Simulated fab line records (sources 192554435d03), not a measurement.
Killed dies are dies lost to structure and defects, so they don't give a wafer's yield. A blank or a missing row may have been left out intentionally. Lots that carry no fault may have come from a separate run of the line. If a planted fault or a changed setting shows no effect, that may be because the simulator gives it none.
Chamber matching + flow n5_finfet + 4 sister chambers for N5_BEOL_M8_STRIP_67 on rie_diel-01
The step strips in CF4. 4 wafers are shown with their chamber, then 8 later ones without.

WAFERS WITH THEIR CHAMBER
| wafer  | chamber | showerhead_plenum_p_Torr (Torr) |
|--------|---------|---------------------------------|
| L085.1 | 3       | 1.74                            |
| L087.4 | 1       | 1.83                            |
| L087.5 | 2       | 1.88                            |
| L092.2 | 0       | 1.88                            |

WAFERS WITH NO CHAMBER GIVEN
| wafer  | showerhead_plenum_p_Torr (Torr) |
|--------|---------------------------------|
| L092.5 | 1.87                            |
| L092.6 | 1.74                            |
| L094.1 | 1.83                            |
| L094.2 | 1.74                            |
| L094.3 | 1.87                            |
| L097.1 | 1.83                            |
| L097.3 | 1.87                            |
| L097.6 | 1.88                            |

WHICH CHAMBER EACH ONE RAN IN
| wafer  | from the rows above     | in truth |
|--------|-------------------------|----------|
| L092.5 | can't be placed: 0 or 2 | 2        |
| L092.6 | 3                       | 3        |
| L094.1 | 1                       | 1        |
| L094.2 | 3                       | 3        |
| L094.3 | can't be placed: 0 or 2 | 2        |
| L097.1 | 1                       | 1        |
| L097.3 | can't be placed: 0 or 2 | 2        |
| L097.6 | can't be placed: 0 or 2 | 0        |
Placed correctly: 4 of 8. These rows do not allow placing 4 (true chamber among the candidates in 4). 0 placed wrongly.
How it was worked out, from the rows above alone: a wafer's distance from a chamber is the root of the sum, over the readings, of the square of ((its reading less the chamber's mean) divided by the reading's scatter). The wafer belongs to the nearest chamber; if the next one is less than 2 further off, it can't be placed. The mean given for a chamber averages the wafers shown for that chamber. The scatter (one wafer shown for each chamber): square how far every hidden wafer sits from the nearest shown wafer, average those squares and take the square root.
